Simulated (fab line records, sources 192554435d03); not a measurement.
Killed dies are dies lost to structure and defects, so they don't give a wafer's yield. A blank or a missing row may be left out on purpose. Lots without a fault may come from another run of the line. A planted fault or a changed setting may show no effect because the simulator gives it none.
Split-lot experiment | flow n5_finfet | 7 lots, 39 wafers read, on a route of 1938 steps

THE SPLIT
At N5_SD_EPI_P_EPI_21 (deposits SiGe:B, time 355 s), the setting pressure_torr was moved away from the recipe's 20 Torr on 30 of the 39 wafers read, by -15.9% to +17.5%. The other wafers ran this setting at the recipe's value.

The reading is taken at the split's own step.

THE READING
SiGe-B_of_SD_EPI_P_EPI_21.thk_nm (the simulator's own value, which no gauge read), in nm, at N5_SD_EPI_P_EPI_21 (deposits SiGe:B, time 355 s). The file gives no usual value for it. The 9 wafers here that ran the recipe average 60.9 nm, standard deviation 0.52 nm.

wafer  | tool, chamber at the split | pressure_torr as run, Torr | against the recipe | SiGe-B_of_SD_EPI_P_EPI_21.thk_nm, nm | against lot-mates on the recipe
L074.1 | epi_rpcvd-01, 0            | 22.55                      | +12.7%             | 63.2                                 | no lot-mate on the recipe
L074.2 | epi_rpcvd-01, 0            | 22.55                      | +12.7%             | 63.8                                 | no lot-mate on the recipe
L074.3 | epi_rpcvd-01, 0            | 22.55                      | +12.7%             | 64.2                                 | no lot-mate on the recipe
L074.4 | epi_rpcvd-01, 0            | 22.55                      | +12.7%             | 63.4                                 | no lot-mate on the recipe
L074.5 | epi_rpcvd-01, 0            | 22.55                      | +12.7%             | 63.4                                 | no lot-mate on the recipe
L074.6 | epi_rpcvd-01, 0            | 22.55                      | +12.7%             | 63.4                                 | no lot-mate on the recipe
L076.1 | epi_rpcvd-04, 0            | 21.56                      | +7.8%              | 62.4                                 | no lot-mate on the recipe
L076.6 | epi_rpcvd-04, 0            | 21.56                      | +7.8%              | 62.4                                 | no lot-mate on the recipe
L076.2 | epi_rpcvd-04, 0            | 21.56                      | +7.8%              | 62.2                                 | no lot-mate on the recipe
L076.3 | epi_rpcvd-04, 0            | 21.56                      | +7.8%              | 62.2                                 | no lot-mate on the recipe
L076.4 | epi_rpcvd-04, 0            | 21.56                      | +7.8%              | 62.6                                 | no lot-mate on the recipe
L076.5 | epi_rpcvd-04, 0            | 21.56                      | +7.8%              | 62                                   | no lot-mate on the recipe
L077.1 | epi_rpcvd-02, 0            | 16.82                      | -15.9%             | 56                                   | no lot-mate on the recipe
L077.5 | epi_rpcvd-02, 0            | 16.82                      | -15.9%             | 56                                   | no lot-mate on the recipe
L077.2 | epi_rpcvd-02, 0            | 16.82                      | -15.9%             | 56.2                                 | no lot-mate on the recipe
L077.3 | epi_rpcvd-02, 0            | 16.82                      | -15.9%             | 55.2                                 | no lot-mate on the recipe
L077.4 | epi_rpcvd-02, 0            | 16.82                      | -15.9%             | 55.6                                 | no lot-mate on the recipe
L077.6 | epi_rpcvd-02, 0            | 16.82                      | -15.9%             | 55                                   | no lot-mate on the recipe
L079.1 | epi_rpcvd-04, 0            | 20                         | recipe             | 60                                   | -
L079.2 | epi_rpcvd-04, 0            | 20                         | recipe             | 60.6                                 | -
L079.3 | epi_rpcvd-04, 0            | 20                         | recipe             | 61.2                                 | -
L079.4 | epi_rpcvd-04, 0            | 20                         | recipe             | 61                                   | -
L079.5 | epi_rpcvd-04, 0            | 20                         | recipe             | 61                                   | -
L079.6 | epi_rpcvd-04, 0            | 20                         | recipe             | 61.6                                 | -
L083.2 | epi_rpcvd-01, 0            | 20                         | recipe             | 61.4                                 | -
L083.5 | epi_rpcvd-01, 0            | 20                         | recipe             | 61.4                                 | -
L083.6 | epi_rpcvd-01, 0            | 20                         | recipe             | 60.2                                 | -
L087.1 | epi_rpcvd-01, 0            | 23.51                      | +17.5%             | 66                                   | no lot-mate on the recipe
L087.2 | epi_rpcvd-01, 0            | 23.51                      | +17.5%             | 66.2                                 | no lot-mate on the recipe
L087.3 | epi_rpcvd-01, 0            | 23.51                      | +17.5%             | 66.2                                 | no lot-mate on the recipe
L087.4 | epi_rpcvd-01, 0            | 23.51                      | +17.5%             | 66.4                                 | no lot-mate on the recipe
L087.6 | epi_rpcvd-01, 0            | 23.51                      | +17.5%             | 66.4                                 | no lot-mate on the recipe
L087.5 | epi_rpcvd-01, 0            | 23.51                      | +17.5%             | 65.6                                 | no lot-mate on the recipe
L096.1 | epi_rpcvd-01, 0            | 21.45                      | +7.3%              | 62.4                                 | no lot-mate on the recipe
L096.5 | epi_rpcvd-01, 0            | 21.45                      | +7.3%              | 62.4                                 | no lot-mate on the recipe
L096.2 | epi_rpcvd-01, 0            | 21.45                      | +7.3%              | 62.6                                 | no lot-mate on the recipe
L096.3 | epi_rpcvd-01, 0            | 21.45                      | +7.3%              | 62                                   | no lot-mate on the recipe
L096.4 | epi_rpcvd-01, 0            | 21.45                      | +7.3%              | 62.8                                 | no lot-mate on the recipe
L096.6 | epi_rpcvd-01, 0            | 21.45                      | +7.3%              | 61.4                                 | no lot-mate on the recipe

THE FIT
A straight line over all 39 wafers: SiGe-B_of_SD_EPI_P_EPI_21.thk_nm changes by +0.292 nm for each +1% of pressure_torr; r = +0.98; the points scatter about the line by 0.62 nm.
Too few moved wafers have a lot-mate on the recipe to fit a line with each lot's own level taken away.

THE WHOLE CHAIN: every reading that the file lists as answering this split, in the file's order
step                    | what it does                | reading                                                                           | change (the file's fit)               | r (the file's)
N5_SD_EPI_P_EPI_21      | deposits SiGe:B, time 355 s | SiGe-B_of_SD_EPI_P_EPI_21.thk_nm (the simulator's own value, which no gauge read) | +0.292 nm for each +1% of the setting | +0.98
N5_SD_EPI_P_EPI_MEAS_23 |                             | thk_nm                                                                            | withheld for each +1% of the setting  | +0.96

THE FILE'S OWN FIT
SiGe-B_of_SD_EPI_P_EPI_21.thk_nm changes by +0.292 nm for each +1% of pressure_torr, r = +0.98.
